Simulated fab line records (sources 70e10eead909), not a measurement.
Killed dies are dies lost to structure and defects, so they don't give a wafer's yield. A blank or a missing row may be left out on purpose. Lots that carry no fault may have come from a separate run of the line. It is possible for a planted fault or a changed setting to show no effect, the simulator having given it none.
Chamber matching :: flow nand harc :: 3 sister chambers for NHARC_A_STAIRCASE_DEP_417 on pecvd-01
The step deposits Si3N4, target thk 60 nm. 6 wafers are shown with their chamber, then 12 later ones without.

EACH WAFER AND ITS CHAMBER
wafer: L089.1
chamber: 2
heater power w (W): 672

wafer: L091.2
chamber: 1
heater power w (W): 666

wafer: L091.5
chamber: 0
heater power w (W): 702

wafer: L092.3
chamber: 2
heater power w (W): 623

wafer: L092.5
chamber: 1
heater power w (W): 678

wafer: L092.6
chamber: 0
heater power w (W): 777

WAFERS WITHOUT THEIR CHAMBER
wafer: L094.2
heater power w (W): 633

wafer: L094.3
heater power w (W): 805

wafer: L094.5
heater power w (W): 670

wafer: L093.2
heater power w (W): 630

wafer: L093.4
heater power w (W): 679

wafer: L093.5
heater power w (W): 611

wafer: L095.1
heater power w (W): 583

wafer: L095.3
heater power w (W): 722

wafer: L095.5
heater power w (W): 644

wafer: L097.1
heater power w (W): 690

wafer: L097.5
heater power w (W): 814

wafer: L097.6
heater power w (W): 638

EACH ONE'S CHAMBER
wafer: L094.2
from the rows above: can't be placed: 2 or 1
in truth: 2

wafer: L094.3
from the rows above: can't be placed: 0 or 1
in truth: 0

wafer: L094.5
from the rows above: can't be placed: 1 or 2 or 0
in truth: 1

wafer: L093.2
from the rows above: can't be placed: 2 or 1
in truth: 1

wafer: L093.4
from the rows above: can't be placed: 1 or 2 or 0
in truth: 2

wafer: L093.5
from the rows above: can't be placed: 2 or 1
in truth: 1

wafer: L095.1
from the rows above: can't be placed: 2 or 1
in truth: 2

wafer: L095.3
from the rows above: can't be placed: 0 or 1 or 2
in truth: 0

wafer: L095.5
from the rows above: can't be placed: 2 or 1
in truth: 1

wafer: L097.1
from the rows above: can't be placed: 1 or 2 or 0
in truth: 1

wafer: L097.5
from the rows above: can't be placed: 0 or 1
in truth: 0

wafer: L097.6
from the rows above: can't be placed: 2 or 1
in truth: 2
Correctly placed: 0 of 12. Cannot be placed on the basis of these rows: 12; the candidates contain the true chamber in 12. Wrongly placed: 0.
How it was worked out, from the rows above alone: a wafer's distance from a chamber is the root of the sum, over the readings, of the square of ((its reading less the chamber's mean) divided by the reading's scatter). The wafer belongs to the nearest chamber; if the next one is less than 2 further off, it can't be placed. For every chamber, the mean is computed from those of its wafers that are shown. The scatter: the root of (the sum of the squares of (reading less its chamber's mean) over the shown wafers, divided by (wafers less chambers)).
